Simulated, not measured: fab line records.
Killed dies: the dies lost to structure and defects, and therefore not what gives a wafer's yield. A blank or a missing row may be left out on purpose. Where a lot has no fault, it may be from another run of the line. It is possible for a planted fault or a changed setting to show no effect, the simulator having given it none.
Which tool was responsible? -- flow n5-finfet -- 11 lots with 30 wafers sampled at 4 steps, on a route of 1938 steps

== WHAT THE GAUGES SHOWED, per wafer ==
N5_MOL_CONTACT_COAG_INSPECT_57: inspects for defects (brightfield).
lot,measured,on,raw-defect-count
L754,day 5 11:58,defect-inspect-01,183 203
L757,day 5 19:56,defect-inspect-01,173 157 175
L760,day 6 15:12,defect-inspect-01,127 146 190
L764,day 7 15:23,defect-inspect-02,130 209 205
L766,day 8 02:17,defect-inspect-02,201 178
L767,day 8 07:32,defect-inspect-02,119 127 116
L770,day 9 01:48,defect-inspect-01,260 218 198
L771,day 9 08:50,defect-inspect-01,289 124 121
L772,day 9 15:38,defect-inspect-02,240 152
L775,day 10 06:43,defect-inspect-01,204 117 143
L776,day 10 13:19,defect-inspect-02,147 160 146

== WHAT TOOL EACH LOT RAN ON (gives the tool, then ch and the chambers of the sampled wafers, and finally the start) ==
lot,N5_MOL_CONTACT_COAG_ETCH_106,N5_MOL_CONTACT_COAG_CONTACT_ETCH_14,N5_MOL_CONTACT_COAG_ALD_123
L754,"rie-diel-05 ch 0,3, day 4 23:01","rie-diel-05 ch 0,3, day 4 23:07","ald-sin-01 ch 0,1, day 5 10:55"
L757,"rie-diel-05 ch 0,1,2, day 5 10:28","rie-diel-05 ch 0,1,2, day 5 10:34","ald-sin-03 ch 1,2,3, day 5 18:52"
L760,"rie-diel-06 ch 1,3, day 6 05:11","rie-diel-06 ch 1,3, day 6 05:17","ald-sin-04 ch 0,3, day 6 14:16"
L764,"rie-diel-06 ch 0,1,2, day 7 02:31","rie-diel-06 ch 0,1,2, day 7 02:37","ald-sin-01 ch 0,1, day 7 14:20"
L766,"rie-diel-05 ch 2,3, day 7 16:57","rie-diel-05 ch 2,3, day 7 17:03","ald-sin-01 ch 1,2, day 8 01:22"
L767,"rie-diel-06 ch 0,2, day 7 22:16","rie-diel-06 ch 0,2, day 7 22:22","ald-sin-01 ch 0,1,3, day 8 06:29"
L770,"rie-diel-02 ch 0,2, day 8 15:30","rie-diel-02 ch 0,2, day 8 15:36","ald-sin-04 ch 0,1,2, day 9 00:44"
L771,"rie-diel-05 ch 2,3, day 8 23:16","rie-diel-05 ch 2,3, day 8 23:25","ald-sin-04 ch 0,2,3, day 9 07:55"
L772,"rie-diel-02 ch 0,1, day 9 05:50","rie-diel-02 ch 0,1, day 9 05:56","ald-sin-04 ch 1,3, day 9 14:34"
L775,"rie-diel-05 ch 1,2,3, day 9 21:53","rie-diel-05 ch 1,2,3, day 9 21:59","ald-sin-04 ch 0,1,2, day 10 05:40"
L776,"rie-diel-06 ch 1,2,3, day 10 04:51","rie-diel-06 ch 1,2,3, day 10 04:57","ald-sin-01 ch 0,2, day 10 12:22"
- N5_MOL_CONTACT_COAG_ETCH_106: etches SOC in N2/H2, target depth 80 nm, overetch 16 nm, time 120 s.
- N5_MOL_CONTACT_COAG_CONTACT_ETCH_14: etches SiO2 in C4F6/O2, target depth 27.5 nm, overetch 8.5 nm, time 20 s.
- N5_MOL_CONTACT_COAG_ALD_123: deposits SiNx, target thk 5 nm, pulse time 1 s, purge time 2 s.

== THE ANSWER, worked out from the rows above alone ==
Rule: the usual values come from the lots themselves. Put in order of their means at a reading, lots are off if they are a third of the lots or fewer, leave a main group of 4 or more, and stand apart from it by a gap of 3 or more times the standard deviation of the main group's means; of several such gaps the widest counts. If all means in a main group match to the digits the tables above print for the reading, that group is not used. Also off: a lot with no number at a reading for which 4 or more lots have one. The other lots that the step has rows for count as sound.
None of the lots is off at any reading shown; this tells nothing.

== WHAT WAS PUT IN BY THE SIMULATOR ==
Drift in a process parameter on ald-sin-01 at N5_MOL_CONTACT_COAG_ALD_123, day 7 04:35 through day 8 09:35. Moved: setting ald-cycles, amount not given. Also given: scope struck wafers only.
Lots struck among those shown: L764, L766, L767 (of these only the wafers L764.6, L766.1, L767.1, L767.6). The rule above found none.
